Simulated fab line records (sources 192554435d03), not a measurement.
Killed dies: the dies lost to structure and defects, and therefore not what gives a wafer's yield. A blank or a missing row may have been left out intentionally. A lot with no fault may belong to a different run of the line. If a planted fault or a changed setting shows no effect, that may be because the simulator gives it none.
The same fault as seen by 2 desks -- flow n5-finfet -- each desk holds nothing but its own numbers, with what lay behind them at the end

== AT THE METROLOGY DESK ==
What the gauges read for every lot (on any tool): the sampled wafers with a number, averaged. Any lot whose mean is over 4 standard deviations away from the usual mean is out of limits and marked OUT; that distance is given in the brackets. Only the readings that lie furthest out on some lot appear, 7 of the 10 it has.
Columns: A = DIBL_N at N5_BEOL_M4_RC_MEAS_101, usual 36.0 mV/V; B = DIBL_P at N5_BEOL_M4_RC_MEAS_101, usual 35.6 mV/V; C = IOFF_P at N5_BEOL_M4_RC_MEAS_101, usual 0.19 nA/um; D = ION_P at N5_BEOL_M4_RC_MEAS_101, usual 455 uA/um; E = SS_N at N5_BEOL_M4_RC_MEAS_101, usual 71.5 mV/dec; F = VT_N at N5_BEOL_M4_RC_MEAS_101, usual 251 mV; G = VT_P at N5_BEOL_M4_RC_MEAS_101, usual -253 mV
lot,first seen here,A,B,C,D,E,F,G
L994,day 8 22:11,36.5,35.4,0.21,459,70.6,250,-250
L998,day 9 23:53,37.5,36.2,0.22,460,71.6,250,-251
L100,day 11 01:13,37.0,38.1,0.21,462,72.0,248,-252
L102,day 11 08:01,33.7,32.9,0.18,454,71.2,255,-253
L106,day 13 07:22,37.8,36.1,0.20,454,71.7,252,-252
L109,day 13 17:46,36.3,37.6,0.19,454,71.8,249,-256
L111,day 14 10:49,37.9,36.1,0.20,461,71.4,248,-251
L115,day 14 13:58,36.9,36.4,0.22,463,72.2,249,-251
L113,day 14 19:54,37.6,37.1,0.21,457,72.0,247,-252
L116,day 14 21:43,34.1,35.4,0.15,445,71.4,255,-261
Result from this desk: across the 10 lots, nothing is out of limits.

== AT THE TOOL OWNER'S DESK: cmp-02 ==
The tool's own readings at N5_BEOL_M1_CMP_52 (polishes, stops on SiOC, t overpolish 6.8 s, target thk 40 nm): means of the sampled wafers that have a number, for each lot that ran on this tool. Any lot whose mean is over 4 standard deviations away from the usual mean is out of limits and marked OUT; that distance is given in the brackets.
Columns: A = barrier-field-endpoint-s at N5_BEOL_M1_CMP_52, usual 24.7 s; B = head-pressure-psi at N5_BEOL_M1_CMP_52, usual 1.0001 psi; C = motor-current-A at N5_BEOL_M1_CMP_52, usual 6.0 A; D = overpolish-run-s at N5_BEOL_M1_CMP_52, usual 6.799 s; E = slurry-filter-dp-kPa at N5_BEOL_M1_CMP_52, usual 13.50 kPa; F = time-to-endpoint-s at N5_BEOL_M1_CMP_52, usual 62.0 s
lot,first seen here,A,B,C,D,E,F
L998,day 7 17:25,41.1 (+28) OUT,0.3347 (-99 or more) OUT,4.8,0.032 (-99 or more) OUT,13.55,62.2
L100,day 8 02:46,41.1 (+28) OUT,0.3346 (-99 or more) OUT,4.5,0.036 (-99 or more) OUT,13.50,65.5
This desk's verdict: out of limits on L100, L998, starting with L998 at day 7 17:25 (barrier-field-endpoint-s at N5_BEOL_M1_CMP_52). In limits: none.

== PUT TOGETHER ==
The tool owner's desk had the chance to raise an alarm at day 7 17:25 on L100, L998.
From the metrology desk's view, nothing was out of limits.
The metrology desk holds a record of L100, L998, inside its limits.
On cmp-02, each named lot ran N5_BEOL_M1_CMP_52.

== WHAT HAD BEEN PUT IN BY THE SIMULATOR ==
Process parameter drift: cmp-02, from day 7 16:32 on, at N5_BEOL_M1_CMP_52. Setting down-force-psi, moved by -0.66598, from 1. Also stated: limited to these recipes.
Struck lots among those shown: L100, L998.
Time in hours from fault onset to the first out-of-limits reading at each desk: the tool owner's desk, 1.
